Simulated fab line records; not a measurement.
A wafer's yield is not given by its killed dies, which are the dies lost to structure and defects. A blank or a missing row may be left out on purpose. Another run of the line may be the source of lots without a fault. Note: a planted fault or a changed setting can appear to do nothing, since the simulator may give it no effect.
Lot-split experiment	flow n5_finfet	7 lots, 39 wafers read, on a route of 1938 steps

THE SPLIT ITSELF
At N5_MOL_CONTACT_COAG_ETCH_106 (etches SOC in N2/H2, target depth 80 nm, overetch 16 nm, time 120 s), the setting target_depth_a was moved away from the recipe's 800 angstrom on 15 of the 39 wafers read, by -55.3% to +39.0%. All remaining wafers had this setting at the recipe value.

The reading comes from the split's own step.

THE READING
SiARC_of_MOL_CONTACT_COAG_COAT_104.thk_nm (the simulator's own value, which no gauge read), in nm, at N5_MOL_CONTACT_COAG_ETCH_106 (etches SOC in N2/H2, target depth 80 nm, overetch 16 nm, time 120 s). The file does not state a usual value for it. Here, 24 wafers ran the recipe; their average is 6.5 nm with a standard deviation of 0.17 nm.

wafer	tool, chamber at the split	target_depth_a as run, angstrom	against the recipe	SiARC_of_MOL_CONTACT_COAG_COAT_104.thk_nm, nm	against lot-mates on the recipe
L074.1	rie_diel-02, 3	800	recipe	6.6	-
L074.2	rie_diel-02, 0	800	recipe	6.6	-
L074.3	rie_diel-02, 1	800	recipe	6.8	-
L074.4	rie_diel-02, 2	526.3	-34.2%	8	+1.3
L074.5	rie_diel-02, 3	526.3	-34.2%	8	+1.3
L074.6	rie_diel-02, 0	526.3	-34.2%	8.2	+1.5
L079.1	rie_diel-02, 1	800	recipe	6.8	-
L079.2	rie_diel-02, 2	800	recipe	6.4	-
L079.4	rie_diel-02, 0	800	recipe	6.6	-
L082.1	rie_diel-02, 0	357.4	-55.3%	9	+2.5
L082.2	rie_diel-02, 3	800	recipe	6.6	-
L082.3	rie_diel-02, 2	800	recipe	6.4	-
L082.4	rie_diel-02, 2	357.4	-55.3%	9	+2.5
L082.5	rie_diel-02, 3	357.4	-55.3%	9	+2.5
L082.6	rie_diel-02, 0	800	recipe	6.4	-
L085.1	rie_diel-06, 0	800	recipe	6.4	-
L085.2	rie_diel-06, 1	800	recipe	6.6	-
L085.3	rie_diel-06, 2	1057	+32.1%	5.2	-1.3
L085.4	rie_diel-06, 0	1057	+32.1%	5	-1.5
L085.5	rie_diel-06, 1	800	recipe	6.6	-
L085.6	rie_diel-06, 2	1057	+32.1%	5	-1.5
L087.1	rie_diel-06, 0	800	recipe	6.4	-
L087.2	rie_diel-06, 1	800	recipe	6.6	-
L087.3	rie_diel-06, 2	1112	+39.0%	4.8	-1.7
L087.4	rie_diel-06, 1	1112	+39.0%	4.8	-1.7
L087.5	rie_diel-06, 2	800	recipe	6.6	-
L087.6	rie_diel-06, 0	1112	+39.0%	4.6	-1.9
L096.1	rie_diel-02, 0	800	recipe	6.8	-
L096.2	rie_diel-02, 1	800	recipe	6.6	-
L096.3	rie_diel-02, 3	800	recipe	6.4	-
L096.4	rie_diel-02, 0	800	recipe	6.6	-
L096.5	rie_diel-02, 3	800	recipe	6.6	-
L096.6	rie_diel-02, 0	800	recipe	6.6	-
L097.1	rie_diel-04, 2	800	recipe	6.4	-
L097.2	rie_diel-04, 3	800	recipe	6	-
L097.3	rie_diel-04, 0	977.9	+22.2%	5.6	-0.7
L097.4	rie_diel-04, 1	800	recipe	6.4	-
L097.5	rie_diel-04, 3	977.9	+22.2%	4.8	-1.5
L097.6	rie_diel-04, 2	977.9	+22.2%	5.4	-0.9

FIT RESULTS
A straight line over all 39 wafers: SiARC_of_MOL_CONTACT_COAG_COAT_104.thk_nm changes by -0.0459 nm for each +1% of target_depth_a; r = -0.99; the points scatter about the line by 0.19 nm.
The same after taking each lot's own level away (the mean of its wafers on the recipe; 39 wafers): -0.045 nm for each +1%; r = -0.99; scatter 0.15 nm.
The reading moves by 2.5 nm for the largest change in target_depth_a, on that fit.
Across the lots, their own levels run from 6.27 to 6.67 nm, a range of 2.4 times the standard deviation given above.
Hence the lot-to-lot level has little effect on the slope; both slopes agree.
Check: for one of the wafers moved furthest among these (-55.3%), held out of the fit, the line's prediction against its lot-mates is +2.47 nm. It came out at +2.53 nm against them.

OTHER SPLITS APPLIED TO THESE WAFERS
Before the reading, these wafers also passed through other splits. Each is held against what the fit with the lots' levels taken away leaves over:
other split on the same wafers	wafers away from the commonest value	r with SiARC_of_MOL_CONTACT_COAG_COAT_104.thk_nm (lot level and that fit taken away)
N5_FIN_SAQP_HM_DEP_03 time_s	15	+0.14
N5_DUMMY_GATE_HM_DEP_06 target_thk_a	30	-0.12
N5_HKMG_FIN_CVD_62 time_s	6	-0.02

THE WHOLE CHAIN: every reading that the file lists as answering this split, in the file's order
step	what it does	reading	change (the file's fit)	r (the file's)
N5_MOL_CONTACT_COAG_ETCH_106	etches SOC in N2/H2, target depth 80 nm, overetch 16 nm, time 120 s	etch.depth_nm (the simulator's own value, which no gauge read)	not straight: 50.26 at the lowest setting, 79.87 at the recipe, 80.08 at the highest	not given
N5_MOL_CONTACT_COAG_ETCH_106	etches SOC in N2/H2, target depth 80 nm, overetch 16 nm, time 120 s	SiARC_of_MOL_CONTACT_COAG_COAT_104.thk_nm (the simulator's own value, which no gauge read)	-0.045 nm for each +1% of the setting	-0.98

THE FILE'S OWN FIT
SiARC_of_MOL_CONTACT_COAG_COAT_104.thk_nm changes by -0.045 nm for each +1% of target_depth_a, r = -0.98.
